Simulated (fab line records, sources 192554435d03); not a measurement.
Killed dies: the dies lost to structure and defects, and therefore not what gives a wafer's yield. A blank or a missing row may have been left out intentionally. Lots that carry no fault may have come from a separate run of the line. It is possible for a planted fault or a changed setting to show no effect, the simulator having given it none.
Chamber matching	flow n5Finfet	N5_BEOL_M3_CMP_52 on cmp-04: 4 sister chambers
The step polishes, stops on SiOC, t overpolish 6.8 s, target thk 40 nm. 8 wafers are shown with their chamber, then 7 later ones without.

## WAFERS WITH THEIR CHAMBER
wafer	chamber	motorCurrentA (A)	timeToEndpointS (s)
L078.1	3	5.8	60
L078.3	0	6.0	63
L078.6	0	6.0	65
L081.1	1	6.7	62
L081.2	2	5.6	59
L081.3	3	5.4	58
L087.2	2	5.6	55
L087.4	1	7.0	63

## WAFERS WITHOUT THEIR CHAMBER
wafer	motorCurrentA (A)	timeToEndpointS (s)
L087.6	6.6	63
L090.1	5.5	60
L090.3	6.2	66
L090.5	6.1	64
L091.2	5.5	58
L091.3	6.9	65
L091.4	5.7	57

## WHICH CHAMBER EACH ONE RAN IN
wafer	from the rows above	in truth
L087.6	can't be placed: 1 or 0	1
L090.1	can't be placed: 3 or 2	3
L090.3	0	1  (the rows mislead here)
L090.5	0	0
L091.2	can't be placed: 2 or 3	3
L091.3	1	1
L091.4	can't be placed: 2 or 3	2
Placed correctly: 2 of 7. These rows do not allow placing 4 (true chamber among the candidates in 4). 1 placed wrongly.
How it was worked out, from the rows above alone: a wafer's distance from a chamber is the root of the sum, over the readings, of the square of ((its reading less the chamber's mean) divided by the reading's scatter). If the next closest chamber is less than 2 further off than the closest, the wafer can't be placed; otherwise it belongs to the closest. Each chamber's mean is taken over the wafers shown for it. The scatter: take each reading less its chamber's mean, square it, sum over the shown wafers, divide by the number of wafers less the number of chambers, and take the root.
